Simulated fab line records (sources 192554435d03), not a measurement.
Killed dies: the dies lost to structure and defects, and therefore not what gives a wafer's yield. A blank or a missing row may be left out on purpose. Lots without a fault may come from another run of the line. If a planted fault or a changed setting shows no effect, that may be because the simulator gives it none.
The tool behind it: which one?	flow n5 finfet	25 wafers from 9 lots sampled at 8 of the route's 1938 steps

WHAT EACH GAUGE READ, for each wafer
N5_BEOL_M4_INSPECT_30: inspects for defects (brightfield). Usual: raw defect count reads 448 (standard deviation 83).
lot	measured	on	raw defect count	flag
L445	day 8 19:37	defect inspect-02	515 357 398	
L446	day 8 23:30	defect inspect-01	444 449 575	
L447	day 9 02:46	defect inspect-01	367 380 432	
L449	day 9 09:32	defect inspect-01	453 409 391	
L453	day 9 11:53	defect inspect-02	607 433	
L455	day 10 23:18	defect inspect-01	456 579 528	
L460	day 12 02:43	defect inspect-01	367 378	
L468	day 13 14:23	defect inspect-01	412 373 350	
L467	day 13 17:39	defect inspect-01	394 489 544	

N5_BEOL_M4_OCD_MEAS_38. Usual: trench depth nm reads 55.5 nm (standard deviation 1.1).
lot	measured	on	trench depth nm (nm)	flag
L445	day 9 03:39	ocd-02	53.7 55.4 55.0	
L446	day 9 06:46	ocd-01	55.2 55.2 56.1	
L447	day 9 08:21	ocd-01	55.0 54.1 54.6	
L449	day 10 23:05	ocd-01	53.5 56.2 54.0	
L453	day 9 20:15	ocd-01	53.7 53.7	
L455	day 11 04:45	ocd-01	57.5 57.3 56.5	
L460	day 12 11:43	ocd-02	53.7 28.3	OFF
L468	day 14 05:28	ocd-01	54.3 55.6 54.6	
L467	day 14 05:31	ocd-01	55.7 57.4 56.4	

N5_BEOL_M4_THK_MEAS_53: measures by xrf. Usual: M4_THK 39.6 nm, standard deviation 1.6.
lot	measured	on	M4_THK (nm)	flag
L445	day 9 07:28	film metro-02	38.4 39.6 40.7	
L446	day 9 11:58	film metro-02	39.7 41.0 40.2	
L447	day 9 13:02	film metro-02	37.4 39.0 38.2	
L449	day 11 04:36	film metro-01	37.1 39.4 37.4	
L453	day 10 01:05	film metro-02	36.6 38.5	
L455	day 11 08:15	film metro-01	42.2 40.5 40.7	
L460	day 12 15:50	film metro-01	36.9 12.8	OFF
L468	day 14 09:28	film metro-02	37.5 36.8 37.9	
L467	day 14 09:42	film metro-01	41.7 40.5 40.6	

N5_BEOL_M4_RS_MEAS_58: measures by four-point-probe. Usual: M4_RS 0.67 ohm/sq, standard deviation 0.034.
lot	measured	on	M4_RS (ohm/sq)	flag
L445	day 9 07:44	film metro-01	0.69 0.66 0.64	
L446	day 9 12:13	film metro-01	0.67 0.64 0.66	
L447	day 9 13:18	film metro-01	0.73 0.68 0.70	
L449	day 11 04:52	film metro-01	0.72 0.66 0.71	
L453	day 10 01:20	film metro-01	0.74 0.70	
L455	day 11 08:31	film metro-02	0.61 0.64 0.64	
L460	day 12 16:05	film metro-01	0.73 3.15	OFF
L468	day 14 09:44	film metro-02	0.71 0.73 0.71	
L467	day 14 09:58	film metro-02	0.63 0.65 0.65	

N5_BEOL_M4_RC_MEAS_101. Usual: DIBL_N 35.6 mV/V, standard deviation 1.7; DIBL_P 35.0 mV/V, standard deviation 2; IOFF_N 0.148 nA/um, standard deviation 0.027; IOFF_P 0.19 nA/um, standard deviation 0.032; ION_N 671 uA/um, standard deviation 14; ION_P 460 uA/um, standard deviation 9.1; SS_N 71.3 mV/dec, standard deviation 0.62; SS_P 73.0 mV/dec, standard deviation 0.64; VT_N 251 mV, standard deviation 3.2; VT_P -251.5 mV, standard deviation 2.9.
lot	measured	on	DIBL_N (mV/V)	DIBL_P (mV/V)	IOFF_N (nA/um)	IOFF_P (nA/um)	ION_N (uA/um)	ION_P (uA/um)	SS_N (mV/dec)	SS_P (mV/dec)	VT_N (mV)	VT_P (mV)	flag
L445	day 9 08:05	prober-02	36.1 35.4 35.2	37.1 37.2 35.8	0.174 0.150 0.148	0.20 0.19 0.17	701 673 678	470 460 464	71.1 70.9 71.2	73.9 73.9 73.1	248 252 251	-252.5 -249.9 -251.1	
L446	day 9 12:35	prober-02	34.3 35.7 33.8	32.1 34.3 31.4	0.130 0.156 0.123	0.17 0.20 0.16	663 696 671	456 474 462	71.3 71.2 71.0	73.1 72.7 72.7	250 248 254	-252.0 -251.6 -250.1	
L447	day 9 13:21	prober-01	33.6 34.8 35.2	31.9 34.4 33.7	0.105 0.125 0.122	0.15 0.18 0.17	636 660 650	438 452 452	70.7 70.5 70.6	72.2 73.2 72.0	258 251 254	-257.1 -251.7 -253.8	
L449	day 11 04:55	prober-01	33.9 31.4 32.5	34.3 32.1 33.4	0.132 0.109 0.121	0.17 0.15 0.16	655 667 668	446 453 458	70.6 70.2 70.2	72.2 71.5 72.0	255 253 252	-254.2 -253.2 -253.3	
L453	day 10 01:51	prober-02	35.9 35.4	36.2 35.7	0.157 0.155	0.23 0.22	663 680	458 465	71.7 71.7	73.0 72.7	250 249	-249.4 -250.6	
L455	day 11 09:05	prober-01	34.4 31.1 35.0	36.7 31.3 36.3	0.149 0.094 0.163	0.25 0.16 0.24	679 650 687	471 460 472	71.1 71.0 71.4	74.1 71.8 73.4	249 257 248	-246.7 -249.5 -247.2	
L460	day 12 16:27	prober-01	33.8	31.8	0.117	0.17	660	452	71.2	72.4	252	-252.6	
L468	day 14 09:56	prober-02	37.7 35.9 36.3	37.6 35.5 36.0	0.200 0.155 0.166	0.22 0.19 0.20	701 679 681	468 458 456	71.8 71.2 71.3	74.1 73.3 73.6	246 249 245	-253.1 -251.3 -250.3	
L467	day 14 10:01	prober-01	37.0 36.2 34.6	37.4 35.8 33.7	0.156 0.144 0.120	0.22 0.18 0.16	677 680 668	472 464 462	71.3 71.2 69.9	73.3 72.3 72.6	250 251 254	-251.2 -253.6 -252.9	

WHICH TOOL RAN EACH LOT (tool, then ch and the chambers of the sampled wafers, then the start)
lot	N5_BEOL_M4_TRENCH_ETCH_37	N5_BEOL_M4_DEGAS_44	N5_BEOL_M4_ALD_84
L445	rie diel-01 ch 1,3, day 9 03:29	pvd sputter-01, day 9 04:02	ald metal-02 ch 0,1,2, day 9 04:08
L446	rie diel-01 ch 0,1,3, day 9 06:37	pvd sputter-02, day 9 07:26	ald metal-03 ch 1,2, day 9 07:33
L447	rie diel-01 ch 1,2,3, day 9 08:12	pvd sputter-03, day 9 09:01	ald metal-02 ch 0,1, day 9 09:07
L449	rie diel-06 ch 1,3, day 10 22:56	pvd sputter-01, day 10 23:42	ald metal-01 ch 0,1, day 11 00:02
L453	rie diel-01 ch 2, day 9 20:05	pvd sputter-01, day 9 20:28	ald metal-02 ch 0,1, day 9 20:43
L455	rie diel-06 ch 1,2, day 11 04:35	pvd sputter-01, day 11 04:57	ald metal-02 ch 0,1, day 11 05:03
L460	rie diel-01 ch 2,3, day 12 11:34	pvd sputter-01, day 12 12:21	ald metal-03 ch 1,2, day 12 12:27
L468	rie diel-03 ch 0,1,3, day 14 05:18	pvd sputter-01, day 14 06:11	ald metal-02 ch 0,1, day 14 06:19
L467	rie diel-06 ch 1,2,3, day 14 05:22	pvd sputter-01, day 14 06:16	ald metal-01 ch 0,2,3, day 14 06:22
- N5_BEOL_M4_TRENCH_ETCH_37: etches SiOC in C4F6/O2, target depth 55.555 nm, time 29.2 s.
- N5_BEOL_M4_DEGAS_44: time 60 s.
- N5_BEOL_M4_ALD_84: deposits TaN, pulse time 2 s, purge time 3 s, co reactant purge time 2 s.

AS READ BY THE TOOLS THEMSELVES (means over the sampled wafers that have a number; for cases with no such wafer, the mark the record gives instead)
N5_BEOL_M4_TRENCH_ETCH_37. Usual: drypump motor current A 5.7 A, standard deviation 0.46; oes product au 0.82 a.u., standard deviation 0.084; rf vpp V 664 V, standard deviation 13; showerhead plenum p Torr 2.80 Torr, standard deviation 0.062; throttle valve pct 20.82 %, standard deviation 0.27.
lot	tool	drypump motor current A (A)	oes product au (a.u.)	rf vpp V (V)	showerhead plenum p Torr (Torr)	throttle valve pct (%)	flag
L445	rie diel-01	6.2	0.86	655	2.78	20.53	
L446	rie diel-01	5.8	0.81	658	2.80	20.82	
L447	rie diel-01	6.1	0.87	657	2.78	20.68	
L449	rie diel-06	5.9	0.66	667	2.80	21.13	
L453	rie diel-01	5.8	0.86	666	2.78	20.89	
L455	rie diel-06	5.2	0.81	684	2.85	21.01	
L460	rie diel-01	5.9	0.69	660	2.76	20.68	
L468	rie diel-03	5.6	0.76	661	2.81	20.79	
L467	rie diel-06	5.5	0.89	674	2.81	20.86	

N5_BEOL_M4_DEGAS_44. Usual: heater power w reads 330 W (standard deviation 35).
lot	tool	heater power w (W)	flag
L445	pvd sputter-01	365	
L446	pvd sputter-02	313	
L447	pvd sputter-03	356	
L449	pvd sputter-01	336	
L453	pvd sputter-01	318	
L455	pvd sputter-01	313	
L460	pvd sputter-01	318	
L468	pvd sputter-01	321	
L467	pvd sputter-01	295	

N5_BEOL_M4_ALD_84. Usual: heater power outer w 230 W, standard deviation 20; heater power w 413 W, standard deviation 34; mfc carrier sccm 1500 sccm, standard deviation 5.
lot	tool	heater power outer w (W)	heater power w (W)	mfc carrier sccm (sccm)	flag
L445	ald metal-02	229	414	1501	
L446	ald metal-03	277	482	1501	
L447	ald metal-02	224	395	1498	
L449	ald metal-01	226	414	1499	
L453	ald metal-02	222	398	1498	
L455	ald metal-02	224	398	1498	
L460	ald metal-03	275	476	1496	
L468	ald metal-02	227	413	1497	
L467	ald metal-01	220	400	1495	

THE ANSWER, worked out from the rows above alone
Rule: lot off if the mean of its wafers having a number is beyond 3 standard deviations from the usual mean. A lot without any number at a reading at which 4 lots or more have one is off too. Where the step has rows for the other lots, those lots are counted as sound. After the gauges, taken in route order, come the tools' own readings; for these a lot's mean is taken, as printed above. At the first step where some lot is off, the reading lying furthest off is the one used; lots without a number count as furthest.
Off at N5_BEOL_M4_OCD_MEAS_38 (trench depth nm): L460.
If a tool, at a process step before that reading, ran all the lots that are off and no sound lot after the first of them, it fits. The gauges at N5_BEOL_M4_OCD_MEAS_38 aren't tried: what is off there is off at N5_BEOL_M4_THK_MEAS_53 too, on other tools, and a gauge's error can't cause that. One fits: N5_BEOL_M4_TRENCH_ETCH_37 on rie diel-01. Its last sound lot is L453 (day 9 20:05), its first lot that is off L460 (day 12 11:34): a fault that began between those two fits.

WHAT THE SIMULATOR HAD PUT IN
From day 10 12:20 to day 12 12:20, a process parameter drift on rie diel-01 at N5_BEOL_M4_TRENCH_ETCH_37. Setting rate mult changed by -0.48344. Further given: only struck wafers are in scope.
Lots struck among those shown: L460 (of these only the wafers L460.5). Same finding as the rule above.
